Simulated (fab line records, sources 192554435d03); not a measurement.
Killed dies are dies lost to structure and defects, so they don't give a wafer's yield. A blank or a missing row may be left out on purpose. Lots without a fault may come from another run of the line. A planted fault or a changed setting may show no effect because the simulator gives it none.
Chamber matching | flow n5_finfet | N5_BEOL_M0_CUTY_ETCH_63 on rie_diel-05: 4 sister chambers
The step etches SOC in N2/H2, target depth 82.7 nm, overetch 16.5 nm, time 124 s. 20 wafers are shown with their chamber, then 10 later ones without.

WAFERS WITH THEIR CHAMBER
wafer  | chamber | throttle_valve_pct (%) | drypump_motor_current_A (A) | showerhead_plenum_p_Torr (Torr)
L074.4 | 0       | 17.63                  | 6.4                         | 2.63
L074.5 | 3       | 18.36                  | 5.7                         | 2.53
L074.6 | 2       | 18.07                  | 5.9                         | 2.62
L076.3 | 0       | 17.63                  | 6.4                         | 2.63
L076.4 | 2       | 18.08                  | 6.0                         | 2.62
L076.6 | 1       | 17.46                  | 5.1                         | 2.54
L079.1 | 3       | 18.37                  | 5.7                         | 2.52
L079.4 | 2       | 18.09                  | 5.9                         | 2.62
L079.5 | 0       | 17.64                  | 6.4                         | 2.63
L081.2 | 0       | 17.62                  | 6.5                         | 2.63
L081.3 | 2       | 18.08                  | 6.0                         | 2.61
L081.6 | 1       | 17.45                  | 5.1                         | 2.53
L082.1 | 3       | 18.38                  | 5.7                         | 2.52
L082.4 | 0       | 17.63                  | 6.4                         | 2.63
L082.5 | 0       | 17.65                  | 6.4                         | 2.62
L083.1 | 1       | 17.46                  | 5.1                         | 2.53
L083.3 | 3       | 18.38                  | 5.7                         | 2.52
L083.4 | 2       | 18.11                  | 5.9                         | 2.61
L089.2 | 3       | 18.40                  | 5.7                         | 2.51
L089.3 | 0       | 17.67                  | 6.5                         | 2.62

SIGNATURES (means of the wafers above)
reading                  | chamber 0 | chamber 1 | chamber 2 | chamber 3 | scatter within a chamber
throttle_valve_pct       | 17.6386   | 17.4567   | 18.0860   | 18.3780   | 0.0149
drypump_motor_current_A  | 6.429     | 5.100     | 5.940     | 5.700     | 0.0405
showerhead_plenum_p_Torr | 2.6271    | 2.5333    | 2.6160    | 2.5200    | 0.00575
Rule: a wafer's distance from a chamber is the root of the sum, over the readings, of the square of ((its reading less the chamber's mean) divided by the reading's scatter). The wafer belongs to the nearest chamber; if the next one is less than 2 further off, it can't be placed. The scatter: the root of (the sum of the squares of (reading less its chamber's mean) over the shown wafers, divided by (wafers less chambers)).

WAFERS WITHOUT THEIR CHAMBER
wafer  | throttle_valve_pct (%) | drypump_motor_current_A (A) | showerhead_plenum_p_Torr (Torr)
L089.4 | 17.66                  | 6.4                         | 2.62
L090.1 | 17.47                  | 5.1                         | 2.52
L090.3 | 17.67                  | 5.9                         | 2.61
L090.4 | 17.48                  | 5.1                         | 2.52
L091.3 | 17.67                  | 5.9                         | 2.61
L091.4 | 17.48                  | 5.1                         | 2.52
L091.5 | 17.68                  | 5.9                         | 2.61
L093.1 | 17.50                  | 5.1                         | 2.52
L093.4 | 17.97                  | 5.7                         | 2.51
L093.5 | 17.97                  | 5.7                         | 2.51

WHICH CHAMBER EACH WENT THROUGH
wafer  | from the rows above | in truth
L089.4 | 0                   | 0
L090.1 | 1                   | 1
L090.3 | 0                   | 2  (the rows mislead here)
L090.4 | 1                   | 1
L091.3 | 0                   | 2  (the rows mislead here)
L091.4 | 1                   | 1
L091.5 | 0                   | 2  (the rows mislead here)
L093.1 | 1                   | 1
L093.4 | 2                   | 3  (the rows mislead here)
L093.5 | 2                   | 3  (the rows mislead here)
Placed correctly: 5 of 10. Can't be placed from these rows: 0. Placed wrongly: 5.
